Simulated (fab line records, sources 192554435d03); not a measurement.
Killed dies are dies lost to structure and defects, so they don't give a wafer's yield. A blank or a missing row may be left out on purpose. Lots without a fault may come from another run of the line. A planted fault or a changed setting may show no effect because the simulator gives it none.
Chamber matching | flow n5_finfet | N5_SD_EPI_P_ETCH_16 on rie_diel-04: 4 sister chambers
The step etches SiO2 in CHF3/O2, target depth 5 nm. 20 wafers are shown with their chamber, then 10 later ones without.

WAFERS WITH THEIR CHAMBER
wafer  | chamber | showerhead_plenum_p_Torr (Torr) | drypump_motor_current_A (A) | throttle_valve_pct (%)
L081.2 | 1       | 2.44                            | 6.2                         | 18.78
L081.5 | 0       | 2.26                            | 6.3                         | 18.98
L081.6 | 3       | 2.38                            | 6.0                         | 19.18
L082.1 | 1       | 2.44                            | 6.2                         | 18.76
L082.2 | 2       | 2.48                            | 5.5                         | 19.09
L082.6 | 1       | 2.44                            | 6.2                         | 18.76
L083.4 | 1       | 2.44                            | 6.2                         | 18.78
L083.5 | 2       | 2.48                            | 5.5                         | 19.10
L083.6 | 3       | 2.38                            | 6.0                         | 19.18
L085.1 | 3       | 2.38                            | 6.1                         | 19.20
L085.4 | 1       | 2.44                            | 6.2                         | 18.78
L085.5 | 1       | 2.44                            | 6.2                         | 18.78
L086.1 | 0       | 2.26                            | 6.3                         | 19.00
L086.4 | 3       | 2.38                            | 6.1                         | 19.20
L086.6 | 3       | 2.38                            | 6.0                         | 19.19
L088.1 | 0       | 2.26                            | 6.3                         | 19.00
L088.3 | 2       | 2.47                            | 5.5                         | 19.08
L088.4 | 1       | 2.43                            | 6.2                         | 18.78
L089.4 | 1       | 2.43                            | 6.2                         | 18.76
L089.5 | 2       | 2.47                            | 5.5                         | 19.09

SIGNATURES (means of the wafers above)
reading                  | chamber 0 | chamber 1 | chamber 2 | chamber 3 | scatter within a chamber
showerhead_plenum_p_Torr | 2.2600    | 2.4375    | 2.4750    | 2.3800    | 0.00395
drypump_motor_current_A  | 6.300     | 6.200     | 5.500     | 6.040     | 0.0274
throttle_valve_pct       | 18.9933   | 18.7725   | 19.0900   | 19.1900   | 0.0101
Rule: a wafer's distance from a chamber is the root of the sum, over the readings, of the square of ((its reading less the chamber's mean) divided by the reading's scatter). The wafer belongs to the nearest chamber; if the next one is less than 2 further off, it can't be placed. The scatter: the root of (the sum of the squares of (reading less its chamber's mean) over the shown wafers, divided by (wafers less chambers)).

WAFERS WITHOUT THEIR CHAMBER
wafer  | showerhead_plenum_p_Torr (Torr) | drypump_motor_current_A (A) | throttle_valve_pct (%)
L089.6 | 2.25                            | 6.3                         | 19.01
L090.1 | 2.47                            | 5.5                         | 19.11
L090.2 | 2.43                            | 6.2                         | 18.79
L090.3 | 2.25                            | 6.4                         | 19.00
L091.1 | 2.43                            | 6.2                         | 18.80
L091.3 | 2.47                            | 5.5                         | 19.11
L091.6 | 2.25                            | 6.4                         | 19.00
L095.2 | 2.37                            | 6.0                         | 18.81
L095.4 | 2.43                            | 6.2                         | 18.80
L095.5 | 2.25                            | 6.4                         | 19.04

WHICH CHAMBER EACH WENT THROUGH
wafer  | from the rows above | in truth
L089.6 | 0                   | 0
L090.1 | 2                   | 2
L090.2 | 1                   | 1
L090.3 | 0                   | 0
L091.1 | 1                   | 1
L091.3 | 2                   | 2
L091.6 | 0                   | 0
L095.2 | 1                   | 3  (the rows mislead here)
L095.4 | 1                   | 1
L095.5 | 0                   | 0
Placed correctly: 9 of 10. Can't be placed from these rows: 0. Placed wrongly: 1.
